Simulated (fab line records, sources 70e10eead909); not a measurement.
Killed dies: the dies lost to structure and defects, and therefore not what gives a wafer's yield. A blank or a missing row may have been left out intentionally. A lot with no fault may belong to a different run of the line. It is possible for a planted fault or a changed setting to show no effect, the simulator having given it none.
Problem report, 8D (eight disciplines) form, completed by code ; flow nand harc ; the parts of the form that need people (team, actions taken, sign-off) are left out

## 1. WHAT IS WRONG
thk nm at NHARC_A_ONON_D1_THK_MEAS_14 reads a mean of 630 nm on 3 wafers of 2 lots; wafers without a fault read 1000 nm with a standard deviation of 8.3. Relative to the usual mean, that is a shift of -45 standard deviations.
The step: measures by ellipsometry.
First seen on wafer L326.5, day 9 18:04, on film metro-02. The record has a number at this step for 30 wafers belonging to 10 lots. By rule, "out" or "out of limits" means more than 4 standard deviations away from the usual mean. The rest of the wafers with a number are treated as sound.

## 2. WHAT IT IS, AND WHAT IT ISN'T
question;is;is not
which readings at this step;thk nm;-
which lots;L326, L328;L317, L320, L330, L332, L334, L336, L339, L340
which wafers of those lots;L326.5, L328.1, L328.5;L326.3, L326.4, L328.6
read on which gauges;film metro-01, film metro-02;-
when;from day 9 18:04;"up to then (8 sound wafers); but 19 sound wafers of L328, L330, L332, L334, L336, L339, L340 came after"

## 3. THE SUSPECTS, EACH WITH WHAT RULES IT OUT
Counting: a tool at a process step up to the reading stays a suspect if it ran every lot that is out. Sound lots after the first of them don't rule it out here, since some wafers of a struck lot are sound.
- ruled out: the gauge at NHARC_A_ONON_D1_THK_MEAS_14. Those wafers that are out were read across 2 gauges (film metro-01, film metro-02).
- rie diel-13 at NHARC_P_BONDPAD_ACTIVATE_29 (chemistry N2, time 60 s): kept. Every lot that is out went through it, the first being L326 (day 8 15:13); the last sound lot it ran before that was L317 (day 6 14:41).
- pecvd onon-03 at NHARC_A_ONON_D1_DEP_12 (target thk 1000 nm): kept. It ran every lot that is out, first L326 (day 9 17:41).
- Within rie diel-13 at NHARC_P_BONDPAD_ACTIVATE_29: the wafers that are out ran in chambers 1, 3; their sound lot-mates ran in chambers 0, 2.
Remaining after the count are rie diel-13 at NHARC_P_BONDPAD_ACTIVATE_29 and pecvd onon-03 at NHARC_A_ONON_D1_DEP_12.

## 4. THE CAUSE (what the simulator had put in)
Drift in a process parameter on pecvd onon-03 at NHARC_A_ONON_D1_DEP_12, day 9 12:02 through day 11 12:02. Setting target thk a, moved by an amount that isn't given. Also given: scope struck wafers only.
This tool is one of the 2 suspects left after counting.

## 5. THE CHAIN OF EFFECTS, in route order
Each row: a reading whose mean over the struck wafers that have a number lies more than 3 standard deviations from the usual. Only readings whose record carries a usual standard deviation are examined. hours: median over the lots of the time between each lot's start at the first step of this table that gives one and its start at this step. sigmas: the change, counted in usual standard deviations.
hours;step;reading;usual;on struck wafers;change;sigmas
0;NHARC_A_ONON_D1_THK_MEAS_14;thk nm;1000 nm;630;-370;-45
285;NHARC_END_SORT_01;killed at array;26;675;+649;+66
285;NHARC_END_SORT_01;killed dies;29;677;+648;+65

## 6. HOW IT WOULD HAVE BEEN CAUGHT EARLIER
Counted from the fault's start at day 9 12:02, it took 6 hours until the first out-of-limits reading at a measuring or inspecting step in this record, taken at day 9 18:04.
Of the lots that are out (2), L328 began NHARC_A_ONON_D1_DEP_12 on pecvd onon-03 after day 9 18:04. A hold on the tool at that time would have spared it.
